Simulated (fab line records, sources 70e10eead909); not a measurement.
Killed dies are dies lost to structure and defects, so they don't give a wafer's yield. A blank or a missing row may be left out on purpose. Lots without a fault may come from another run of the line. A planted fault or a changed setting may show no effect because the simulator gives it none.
Chamber matching | flow nand_harc | NHARC_THIN_TSV_CMP_01 on cmp-02: 4 sister chambers
The step polishes. 8 wafers are shown with their chamber, then 8 later ones without.

WAFERS WITH THEIR CHAMBER
wafer  | chamber | motor_current_A (A)
L965.2 | 3       | 12.7
L978.1 | 0       | 11.2
L978.2 | 1       | 13.1
L978.3 | 2       | 10.0
L979.1 | 3       | 12.7
L979.5 | 2       | 10.4
L979.6 | 1       | 12.7
L982.1 | 0       | 11.5

WAFERS WITHOUT THEIR CHAMBER
wafer  | motor_current_A (A)
L982.2 | 10.1
L982.5 | 9.9
L980.2 | 11.7
L980.5 | 11.2
L980.6 | 12.7
L981.2 | 10.9
L981.3 | 12.6
L981.4 | 10.4

WHICH CHAMBER EACH WENT THROUGH
wafer  | from the rows above     | in truth
L982.2 | 2                       | 2
L982.5 | 2                       | 2
L980.2 | 0                       | 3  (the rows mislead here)
L980.5 | 0                       | 0
L980.6 | can't be placed: 3 or 1 | 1
L981.2 | can't be placed: 0 or 2 | 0
L981.3 | can't be placed: 3 or 1 | 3
L981.4 | 2                       | 2
Placed correctly: 4 of 8. Can't be placed from these rows: 3 (the true chamber is among the candidates in 3). Placed wrongly: 1.
How it was worked out, from the rows above alone: a wafer's distance from a chamber is the root of the sum, over the readings, of the square of ((its reading less the chamber's mean) divided by the reading's scatter). The wafer belongs to the nearest chamber; if the next one is less than 2 further off, it can't be placed. A chamber's mean is the mean of its shown wafers. The scatter: the root of (the sum of the squares of (reading less its chamber's mean) over the shown wafers, divided by (wafers less chambers)).
